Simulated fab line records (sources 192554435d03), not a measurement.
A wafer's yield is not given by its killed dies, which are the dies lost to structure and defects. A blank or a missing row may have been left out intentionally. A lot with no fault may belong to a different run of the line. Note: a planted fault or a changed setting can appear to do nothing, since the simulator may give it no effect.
Chamber matching + flow n5 finfet + 4 sister chambers for N5_SD_EPI_P_ETCHBACK_46 on rie diel-04
The step etches SiNx in CH3F/O2, stops on SiO2, target depth 17.5 nm. 4 wafers are shown with their chamber, then 9 later ones without.

## WAFERS PAIRED WITH THEIR CHAMBERS
| wafer  | chamber | showerhead plenum p Torr (Torr) |
|--------|---------|---------------------------------|
| L088.2 | 2       | 1.91                            |
| L088.3 | 0       | 2.00                            |
| L089.4 | 1       | 2.09                            |
| L089.6 | 3       | 2.07                            |

## WAFERS WITHOUT THEIR CHAMBER
| wafer  | showerhead plenum p Torr (Torr) |
|--------|---------------------------------|
| L092.3 | 2.07                            |
| L092.5 | 2.09                            |
| L092.6 | 1.90                            |
| L093.2 | 2.00                            |
| L093.3 | 2.07                            |
| L093.4 | 1.90                            |
| L097.3 | 2.08                            |
| L097.4 | 1.90                            |
| L097.5 | 2.08                            |

## WHICH CHAMBER EACH WENT THROUGH
| wafer  | from the rows above     | in truth |
|--------|-------------------------|----------|
| L092.3 | 3                       | 3        |
| L092.5 | 1                       | 1        |
| L092.6 | 2                       | 2        |
| L093.2 | 0                       | 0        |
| L093.3 | 3                       | 3        |
| L093.4 | 2                       | 2        |
| L097.3 | can't be placed: 1 or 3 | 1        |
| L097.4 | 2                       | 2        |
| L097.5 | can't be placed: 1 or 3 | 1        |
7 of 9 placed correctly. Not placeable from these rows: 2 (in 2, the candidates include the true chamber). Wrongly placed: 0.
How it was worked out, from the rows above alone: a wafer's distance from a chamber is the root of the sum, over the readings, of the square of ((its reading less the chamber's mean) divided by the reading's scatter). The wafer belongs to the nearest chamber; if the next one is less than 2 further off, it can't be placed. For every chamber, the mean is computed from those of its wafers that are shown. The scatter: with one shown wafer a chamber, the root of the mean of the squares of how far each hidden wafer lies from its nearest shown one.
